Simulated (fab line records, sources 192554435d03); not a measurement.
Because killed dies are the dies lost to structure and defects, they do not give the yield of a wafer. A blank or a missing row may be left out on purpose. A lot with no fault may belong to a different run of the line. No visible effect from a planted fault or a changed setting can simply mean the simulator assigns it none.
fab line records | flow n5-finfet | part 2 of 2: steps 4 to 6 of 6
record: lots: 23 wafers: 69 last-day: 18
route steps=1938 shown ZERO_LAYER@16 PMOS_HMC_CHANNEL_EPI@81 FIN_SAQP@142 STI_FIN_REVEAL@199 DUMMY_GATE@218
lots that met no fault: taken from a fault-free run of the same line
start-h: start of the lot's first displayed wafer, in hours after the record's first day | wait-h: hours from the lot's prior step to this one | " same as the row above | L1.1+2: a row that stands for several wafers | - no value, or no start given | * or withheld: withheld | < > ~ a bound
route shown NAME@n: NAME is a module with steps in the file, n the number in the route of the first one | usual: average and standard deviation across the fault-free wafers | same: alike in all rows | chamber/n: place in a boat | sites: readings site by site | _std_site: the values' standard deviation | _edge_site: inner sites' mean taken away from outer sites' mean | radius-mm: how far each site lies from the wafer's centre | mask NAME#n: copy n | behind: the most recent tool/chamber to have shaped the wafer | hold: cause of the lot's hold/its duration in hours/its outcome | device: which transistor (n, p or np) failed to switch | end of line: the same wafers' tests at the end of the route | where a step has no rows: the recipe by itself | killed: dies that structure and defects cost at the first sort, which is not the same as the wafer's yield | map: per-die view of a wafer (x killed, . not killed, _ where there is no die)
set.NAME: the setting the step ran with; set.NAME@STEP: the setting that earlier step ran with | model.NAME: the simulator's own value behind a step, which no gauge read
the route's steps for a sample of lots (tables are steps, rows are wafers)
services: when a tool's chamber went out of use (start-h, in hours from the record's first day, below 0 if earlier), for how many hours, and the reason
== steps ==
step: N5_STI_FIN_REVEAL_ETCH_34
recipe: chemistry: H2 mode: isotropic material: Si target: Si target-depth-a: 9.7 temp-c: 20 pressure-mtorr: 4.5 icp-w: 300 bias-w: 0 h2-flow-sccm: 7.5 he-flow-sccm: 142.5
usual: drypump-motor-current-A: 5.5/0.37 h2-flow-sccm: 7.496/0.022 oes-product-au: 1.002/0.024 rf-fwd-power-W: 296.3/1.3 throttle-valve-pct: 25.8/0.48
columns lot.wafer tool chamber start-h wait-h drypump-motor-current-A h2-flow-sccm oes-product-au rf-fwd-power-W rf-hours-counter-h throttle-valve-pct
L074.3 rie-si-06 1 35.75 0.1 5.8 7.490 1.009 296.5 26 26.7
L074.5 " 3 " " 5.8 7.475 1.015 296.7 - 25.6
L074.6 " 2 " " 5.5 7.503 0.995 295.0 - 26.3
L076.4 rie-si-03 2 50.05 0.1 5.3 7.503 0.983 297.2 6 26.3
L076.5 " 0 " " 5.0 7.474 1.028 297.5 - 25.6
L076.6 " 1 " " 5.7 7.478 1.015 295.7 - 25.0
L077.2 rie-si-01 2 53.92 0.3 5.0 7.473 0.963 295.8 45 26.1
L077.5 " 0 " " 5.6 7.535 0.945 295.6 - 26.0
L077.6 " 1 " " 6.3 7.494 1.006 299.1 - 25.9
L078.3 rie-si-03 2 60.89 0.2 5.3 7.477 0.975 293.9 6 26.3
L078.4 " 0 " " 5.0 7.476 1.019 296.2 52 25.6
L078.6 " 3 " " 5.3 7.508 1.045 293.9 - 25.8
L079.2 rie-si-03 0 66.13 0.1 5.0 7.455 1.020 297.1 52 25.7
L079.3 " 1 " " 5.7 7.507 1.006 295.3 180 25.0
L079.4 " 3 " " 5.3 7.499 1.038 294.2 113 25.8
L080.2 rie-si-01 0 72.06 0.1 5.6 7.514 0.952 295.8 111 26.0
L080.5 " 3 " " 6.1 7.524 1.001 300.4 - 25.6
L080.6 " 0 " " 5.5 7.507 0.964 296.2 - 26.0
L081.1 rie-si-01 0 77.66 0.2 5.6 7.509 0.964 295.8 112 26.0
L081.4 " 1 " " 6.3 7.454 1.010 296.5 62 25.9
L081.5 " 0 " " 5.5 7.528 0.962 295.4 - 26.0
L082.1 rie-si-06 3 88.04 0.2 5.8 7.511 0.981 297.1 0 25.6
L082.3 " 0 " " 5.2 7.480 0.993 297.0 176 25.2
L082.4 " 2 " " 5.5 7.515 0.999 296.0 11 26.3
L083.3 rie-si-06 0 91.92 0.1 5.2 7.543 0.996 296.7 176 25.2
L083.5 " 1 " " 5.9 7.495 0.999 296.9 - 26.7
L083.6 " 0 " " 5.2 7.546 0.992 296.1 - 25.2
L084.2 rie-si-01 1 98.74 0.1 6.3 7.466 1.012 294.7 62 25.9
L084.3 " 2 " " 5.0 7.494 0.983 296.2 46 26.1
L084.5 " 1 " " 6.3 7.529 1.004 296.9 - 25.9
L085.2 rie-si-03 1 105.65 0.1 5.7 7.479 1.006 294.7 181 25.0
L085.3 " 3 " " 5.3 7.485 1.036 293.6 113 25.8
L085.4 " 0 " " 5.0 7.505 1.037 297.8 53 25.6
L086.1 rie-si-03 3 113.97 0.2 5.3 7.459 1.036 295.0 114 25.8
L086.5 " 1 " " 5.7 7.490 1.010 294.4 - 25.0
L086.6 " 2 " " 5.3 7.512 0.964 295.1 - 26.3
L087.1 rie-si-03 2 116.87 0.2 5.3 7.502 0.978 295.6 7 26.3
L087.3 " 3 " " 5.3 7.478 1.044 296.6 114 25.8
L087.6 " 0 " " 5.0 7.477 1.027 297.4 - 25.6
L088.1 rie-si-06 2 121.28 0.2 5.5 7.486 1.000 296.6 12 26.3
L088.5 " 2 " " 5.5 7.515 1.005 295.5 - 26.3
L088.6 " 3 " " 5.8 7.521 0.990 298.3 - 25.6
L089.2 rie-si-03 2 126.46 0.1 5.3 7.506 0.976 295.4 7 26.3
L089.5 " 0 " " 5.0 7.495 1.040 297.5 - 25.6
L089.6 " 1 " " 5.7 7.489 1.015 295.8 - 25.0
L090.1 rie-si-06 2 134.90 0.2 5.5 7.512 1.004 296.1 12 26.3
L090.3 " 0 " " 5.2 7.527 0.995 297.2 177 25.2
L090.4 " 3 " " 5.8 7.491 0.997 298.1 1 25.6
L091.1 rie-si-03 1 139.09 0.2 5.7 7.478 1.012 296.8 181 25.0
L091.2 " 0 " " 5.0 7.537 1.031 298.0 53 25.6
L091.3 " 2 " " 5.3 7.519 0.973 295.5 8 26.3
L092.1 rie-si-06 3 144.76 0.2 5.8 7.481 0.982 296.4 1 25.6
L092.4 " 2 " " 5.5 7.502 0.990 295.7 12 26.3
L092.6 " 1 " " 5.9 7.505 1.017 298.0 - 26.7
L093.1 rie-si-01 0 150.10 0.3 5.6 7.488 0.963 296.8 113 26.0
L093.2 " 3 " " 6.1 7.511 0.993 297.0 182 25.6
L093.4 " 1 " " 6.3 7.502 1.013 296.0 63 25.9
L094.1 rie-si-01 1 155.76 0.3 6.3 7.482 1.016 297.2 63 25.9
L094.5 " 3 " " 6.2 7.487 0.999 298.1 - 25.6
L094.6 " 2 " " 5.0 7.480 0.961 295.0 - 26.1
L095.3 rie-si-03 1 162.26 0.1 5.7 7.486 1.009 296.1 182 25.0
L095.5 " 0 " " 5.0 7.409 1.044 298.0 - 25.6
L095.6 " 3 " " 5.2 7.514 1.040 295.5 - 25.8
L096.1 rie-si-06 3 168.90 0.2 5.8 7.473 0.989 297.5 2 25.6
L096.2 " 0 " " 5.2 7.532 1.001 296.2 177 25.2
L096.4 " 2 " " 5.5 7.462 0.995 295.1 13 26.3
L097.2 rie-si-03 3 178.52 0.1 5.2 7.478 1.037 294.0 115 25.8
L097.3 " 2 " " 5.3 7.500 0.967 296.4 8 26.3
L097.5 " 2 " " 5.3 7.525 0.976 296.3 - 26.3
step: N5_DUMMY_GATE_CMP_04
recipe: material: a-Si post-cmp-clean: alkaline-brush
usual: motor-current-A: 10.2/1.2 pad-life-wafers: 1176/570 slurry-flow-ml-min: 150.1/0.45 time-to-endpoint-s: 12.5/2.8
columns lot.wafer tool chamber start-h wait-h motor-current-A pad-life-wafers slurry-flow-ml-min time-to-endpoint-s
L074.3 cmp-03 0 44.13 0.1 10.3 1436 150.2 16.2
L074.5 " 2 " " 9.0 - 149.4 15.3
L074.6 " 3 " " 10.9 - 150.2 17.0
L076.4 cmp-04 2 54.77 0.1 8.9 321 149.7 18.4
L076.6 " 3 " " 11.7 - 150.3 11.4
L076.5 " 0 " " 10.4 - 150.9 13.8
L077.2 cmp-02 1 59.07 0.1 13.2 879 150.1 9.9
L077.5 " 2 " " 9.5 - 150.3 13.4
L077.6 " 3 " " 9.3 - 149.9 10.5
L078.4 cmp-02 1 65.60 0.1 11.9 925 149.9 11.8
L078.3 " 2 " " 9.3 926 150.3 15.0
L078.6 " 1 " " 12.7 - 150.3 10.3
L079.2 cmp-02 0 71.00 0.0 10.9 954 150.0 13.2
L079.3 " 1 " " 12.6 955 150.5 15.4
L079.4 " 3 " " 9.1 957 149.3 14.6
L080.2 cmp-04 0 77.29 0.1 10.7 494 149.5 17.7
L080.6 " 2 " " 9.0 - 149.4 19.1
L080.5 " 3 " " 12.1 - 150.1 12.3
L081.4 cmp-04 2 83.35 0.1 9.1 541 150.2 16.5
L081.1 " 0 " " 10.5 543 150.4 13.9
L081.5 " 2 " " 8.7 - 150.2 15.9
L082.4 cmp-03 3 93.16 0.0 10.9 1806 150.8 14.6
L082.3 " 1 " " 10.7 1808 150.4 15.4
L082.1 " 2 " " 9.0 1809 150.1 14.6
L083.3 cmp-03 3 97.66 0.1 10.2 1844 149.5 14.8
L083.5 " 1 " " 10.3 - 149.6 13.8
L083.6 " 2 " " 9.3 - 149.9 13.7
L084.2 cmp-03 3 105.10 0.1 10.6 1909 150.0 13.2
L084.3 " 0 " " 9.7 1910 150.1 9.9
L084.5 " 2 " " 9.3 - 150.2 11.2
L085.2 cmp-02 2 110.69 0.0 9.0 1254 149.6 14.1
L085.4 " 3 " " 8.8 1255 151.1 7.9
L085.3 " 1 " " 13.0 1257 149.4 9.9
L086.1 cmp-03 1 118.64 0.0 10.9 1998 149.6 15.2
L086.6 " 1 " " 10.7 - 150.1 13.0
L086.5 " 2 " " 9.3 - 149.9 13.0
L087.1 cmp-04 1 121.54 0.0 9.1 828 150.8 10.2
L087.3 " 2 " " 8.8 829 149.6 19.1
L087.6 " 1 " " 9.4 - 149.8 13.6
L088.1 cmp-04 1 128.55 0.1 9.6 871 150.0 8.1
L088.6 " 0 " " 10.5 - 150.2 12.0
L088.5 " 1 " " 8.9 - 150.1 9.3
L089.2 cmp-04 2 131.49 0.1 8.9 907 150.1 14.3
L089.6 " 1 " " 9.3 - 150.0 11.7
L089.5 " 2 " " 9.2 - 149.7 15.4
L090.4 cmp-02 1 139.59 0.1 12.7 1495 150.7 11.6
L090.3 " 2 " " 9.3 1496 150.1 13.7
L090.1 " 3 " " 9.1 1497 149.7 9.5
L091.2 cmp-03 3 143.72 0.0 10.3 78 150.1 13.5
L091.3 " 1 " " 10.8 80 150.3 14.7
L091.1 " 2 " " 9.4 81 149.7 12.3
L092.1 cmp-04 1 149.91 0.0 9.6 1062 150.7 9.9
L092.4 " 0 " " 10.7 1065 150.5 14.2
L092.6 " 1 " " 9.1 - 149.2 10.1
L093.2 cmp-02 3 154.90 0.0 9.3 1656 149.6 8.3
L093.4 " 1 " " 12.1 1658 149.9 11.4
L093.1 " 2 " " 10.0 1659 150.2 13.5
L094.1 cmp-02 3 160.51 0.1 9.3 1717 149.3 8.9
L094.5 " 2 " " 9.5 - 150.5 12.5
L094.6 " 3 " " 9.6 - 149.6 8.8
L095.3 cmp-04 1 167.46 0.1 9.4 1226 149.2 14.2
L095.5 " 3 " " 12.0 - 150.3 12.6
L095.6 " 0 " " 10.7 - 149.4 13.4
L096.4 cmp-02 3 173.57 0.1 9.1 1825 150.3 8.6
L096.2 " 0 " " 10.5 1826 150.4 10.4
L096.1 " 1 " " 13.1 1827 150.3 6.2
L097.2 cmp-02 0 183.23 0.0 10.7 1908 150.2 10.7
L097.3 " 1 " " 13.0 1909 150.2 11.0
L097.5 " 1 " " 12.8 - 150.1 9.1
step: N5_DUMMY_GATE_OVL_MEAS_16
recipe: points-per-wafer: 522
usual: GATE_OVL: 0.4/0.68
columns lot.wafer tool chamber start-h wait-h GATE_OVL[nm]
L074.3 overlay-01 0 48.66 0.0 -0.4
L074.5 " 0 " " -0.8
L074.6 " 0 " " 0.6
L076.4 overlay-01 0 59.28 0.0 0.6
L076.5 " 0 " " 0.3
L076.6 " 0 " " 0.5
L077.2 overlay-01 0 63.59 0.0 0.7
L077.5 " 0 " " 1.0
L077.6 " 0 " " 0.0
L078.3 overlay-01 0 70.15 0.0 -0.4
L078.4 " 0 " " 0.6
L078.6 " 0 " " 0.3
L079.2 overlay-02 0 75.70 0.0 0.3
L079.3 " 0 " " 2.3
L079.4 " 0 " " -0.1
L080.2 overlay-02 0 81.82 0.0 0.8
L080.5 " 0 " " 0.7
L080.6 " 0 " " 0.8
L081.1 overlay-01 0 88.02 0.0 0.8
L081.4 " 0 " " 0.6
L081.5 " 0 " " 0.5
L082.1 overlay-01 0 97.73 0.0 0.0
L082.3 " 0 " " -0.1
L082.4 " 0 " " -0.4
L083.3 overlay-01 0 102.18 0.0 0.5
L083.5 " 0 " " 1.3
L083.6 " 0 " " 0.8
L084.2 overlay-01 0 109.87 0.0 1.7
L084.3 " 0 " " 0.5
L084.5 " 0 " " 1.1
L085.2 overlay-02 0 115.41 0.0 -0.7
L085.3 " 0 " " 0.0
L085.4 " 0 " " 0.5
L086.1 overlay-02 0 125.18 0.0 0.2
L086.5 " 0 " " 0.7
L086.6 " 0 " " 0.5
L087.1 overlay-01 0 126.12 0.0 1.4
L087.3 " 0 " " 1.5
L087.6 " 0 " " 2.1
L088.1 overlay-01 0 133.23 0.0 -0.4
L088.5 " 0 " " 0.2
L088.6 " 0 " " 0.8
L089.2 overlay-01 0 136.04 0.0 1.0
L089.5 " 0 " " 0.2
L089.6 " 0 " " -0.3
L090.1 overlay-01 0 144.23 0.0 0.8
L090.3 " 0 " " 0.0
L090.4 " 0 " " 0.8
L091.1 overlay-02 0 148.29 0.0 0.0
L091.2 " 0 " " 0.5
L091.3 " 0 " " 0.2
L092.1 overlay-01 0 154.50 0.0 2.3
L092.4 " 0 " " 1.0
L092.6 " 0 " " 0.5
L093.1 overlay-02 0 161.43 0.0 -0.2
L093.2 " 0 " " -0.6
L093.4 " 0 " " 0.1
L094.1 overlay-02 0 168.86 0.0 -0.4
L094.5 " 0 " " -0.1
L094.6 " 0 " " 0.0
L095.3 overlay-02 0 171.98 0.0 -1.4
L095.5 " 0 " " -1.3
L095.6 " 0 " " -0.5
L096.1 overlay-01 0 178.12 0.0 -0.3
L096.2 " 0 " " 0.9
L096.4 " 0 " " 0.3
L097.2 overlay-01 0 187.82 0.0 0.9
L097.3 " 0 " " 1.6
L097.5 " 0 " " 1.1
== services ==
columns tool chamber start-h hours kind
rie-si-03 - -7.33 0.9 repair
rie-si-06 2 -4.87 3.3 repair
cmp-03 - 4.27 2.9 repair
cmp-04 - 6.42 4.0 pm
cmp-03 - 11.52 3.2 repair
rie-diel-03 2 13.72 2.6 repair
rie-si-01 0 16.50 6.5 repair
cmp-04 - 22.07 0.4 repair
cmp-04 - 22.96 0.5 repair
cmp-04 - 26.24 0.9 repair
cmp-01 - 26.93 4.0 pm
rie-diel-03 3 33.53 33.0 repair
cmp-02 - 41.24 4.5 pm
cmp-03 - 45.68 0.3 repair
cmp-03 - 56.42 6.1 repair
cmp-03 - 63.16 0.2 repair
rie-diel-06 - 127.09 0.4 repair
cmp-03 - 127.78 4.0 pm
rie-si-03 1 130.58 2.0 repair
cmp-03 - 144.78 18.1 pm
cmp-04 - 154.17 0.5 repair
cmp-03 - 166.26 1.2 repair
cmp-03 - 171.73 1.7 repair
cmp-03 - 183.05 3.6 repair
